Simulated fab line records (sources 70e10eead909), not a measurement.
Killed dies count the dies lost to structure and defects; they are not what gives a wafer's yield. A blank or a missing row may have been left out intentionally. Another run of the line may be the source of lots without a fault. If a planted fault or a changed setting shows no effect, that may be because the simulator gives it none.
Chamber matching :: flow nand_harc :: NHARC_A_STAIRCASE_DEP_417 on pecvd-03 has 3 sister chambers
The step deposits Si3N4, target thk 60 nm. 3 wafers are shown with their chamber, then 12 later ones without.

== WAFERS WITH THEIR CHAMBER ==
wafer: L085.4
chamber: 0
heater_power_w (W): 784

wafer: L091.3
chamber: 2
heater_power_w (W): 753

wafer: L091.4
chamber: 1
heater_power_w (W): 564

== WAFERS WITHOUT THEIR CHAMBER ==
wafer: L094.4
heater_power_w (W): 598

wafer: L094.5
heater_power_w (W): 596

wafer: L094.6
heater_power_w (W): 792

wafer: L093.1
heater_power_w (W): 597

wafer: L093.3
heater_power_w (W): 682

wafer: L093.4
heater_power_w (W): 605

wafer: L096.3
heater_power_w (W): 792

wafer: L096.4
heater_power_w (W): 667

wafer: L096.6
heater_power_w (W): 818

wafer: L097.1
heater_power_w (W): 821

wafer: L097.2
heater_power_w (W): 812

wafer: L097.4
heater_power_w (W): 819

== WHICH CHAMBER EACH WENT THROUGH ==
wafer: L094.4
from the rows above: 1
in truth: 1

wafer: L094.5
from the rows above: 1
in truth: 1

wafer: L094.6
from the rows above: can't be placed: 0 or 2
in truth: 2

wafer: L093.1
from the rows above: 1
in truth: 1

wafer: L093.3
from the rows above: can't be placed: 2 or 0 or 1
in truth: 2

wafer: L093.4
from the rows above: 1
in truth: 1

wafer: L096.3
from the rows above: can't be placed: 0 or 2
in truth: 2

wafer: L096.4
from the rows above: can't be placed: 2 or 1 or 0
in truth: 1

wafer: L096.6
from the rows above: can't be placed: 0 or 2
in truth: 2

wafer: L097.1
from the rows above: can't be placed: 0 or 2
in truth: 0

wafer: L097.2
from the rows above: can't be placed: 0 or 2
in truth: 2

wafer: L097.4
from the rows above: can't be placed: 0 or 2
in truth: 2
Correctly placed: 4 of 12. Can't be placed from these rows: 8 (the true chamber is among the candidates in 8). Placed wrongly: 0.
How it was worked out, from the rows above alone: a wafer's distance from a chamber is the root of the sum, over the readings, of the square of ((its reading less the chamber's mean) divided by the reading's scatter). If the next closest chamber is less than 2 further off than the closest, the wafer can't be placed; otherwise it belongs to the closest. The mean given for a chamber averages the wafers shown for that chamber. The scatter (one wafer shown for each chamber): square how far every hidden wafer sits from the nearest shown wafer, average those squares and take the square root.
